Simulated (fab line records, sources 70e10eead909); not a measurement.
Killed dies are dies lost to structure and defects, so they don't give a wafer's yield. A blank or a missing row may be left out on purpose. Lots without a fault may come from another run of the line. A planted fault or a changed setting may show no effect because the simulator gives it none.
Chamber matching | flow nand_harc | NHARC_A_STAIRCASE_ETCH_25 on rie_diel-01: 4 sister chambers
The step etches the open film in C4F8/O2, target depth 100 nm, time 40.5 s. 18 wafers are shown with their chamber, then 8 later ones without.

WAFERS WITH THEIR CHAMBER
wafer  | chamber | rf_vpp_V (V) | oes_product_au (a.u.)
L322.1 | 3       | 889          | 0.933
L322.4 | 1       | 888          | 0.938
L322.6 | 3       | 889          | 0.945
L324.4 | 1       | 890          | 0.951
L324.5 | 3       | 888          | 0.918
L324.6 | 2       | 886          | 0.951
L328.3 | 2       | 886          | 0.945
L328.6 | 3       | 891          | 0.954
L337.1 | 0       | 897          | 0.932
L337.3 | 2       | 908          | 0.980
L337.6 | 0       | 895          | 0.940
L339.1 | 2       | 906          | 0.958
L339.2 | 1       | 890          | 0.941
L339.3 | 0       | 897          | 0.957
L340.2 | 2       | 904          | 0.937
L340.3 | 0       | 896          | 0.924
L340.6 | 2       | 906          | 0.936
L341.2 | 1       | 887          | 0.946

SIGNATURES (means of the wafers above)
reading        | chamber 0 | chamber 1 | chamber 2 | chamber 3 | scatter within a chamber
rf_vpp_V       | 896.25    | 888.75    | 899.33    | 889.25    | 6.3
oes_product_au | 0.93825   | 0.94400   | 0.95117   | 0.93750   | 0.0141
Rule: a wafer's distance from a chamber is the root of the sum, over the readings, of the square of ((its reading less the chamber's mean) divided by the reading's scatter). The wafer belongs to the nearest chamber; if the next one is less than 2 further off, it can't be placed. The scatter: the root of (the sum of the squares of (reading less its chamber's mean) over the shown wafers, divided by (wafers less chambers)).

WAFERS WITHOUT THEIR CHAMBER
wafer  | rf_vpp_V (V) | oes_product_au (a.u.)
L341.4 | 897          | 0.950
L341.5 | 896          | 0.949
L344.3 | 889          | 0.952
L344.4 | 895          | 0.942
L344.6 | 896          | 0.936
L342.3 | 896          | 0.937
L342.5 | 889          | 0.958
L342.6 | 905          | 0.954

WHICH CHAMBER EACH WENT THROUGH
wafer  | from the rows above               | in truth
L341.4 | can't be placed: 2 or 0 or 1 or 3 | 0
L341.5 | can't be placed: 2 or 0 or 1 or 3 | 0
L344.3 | can't be placed: 1 or 3 or 0 or 2 | 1
L344.4 | can't be placed: 0 or 2 or 3 or 1 | 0
L344.6 | can't be placed: 0 or 3 or 2 or 1 | 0
L342.3 | can't be placed: 0 or 3 or 2 or 1 | 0
L342.5 | can't be placed: 1 or 3 or 2 or 0 | 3
L342.6 | can't be placed: 2 or 0 or 1 or 3 | 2
Placed correctly: 0 of 8. Can't be placed from these rows: 8 (the true chamber is among the candidates in 8). Placed wrongly: 0.
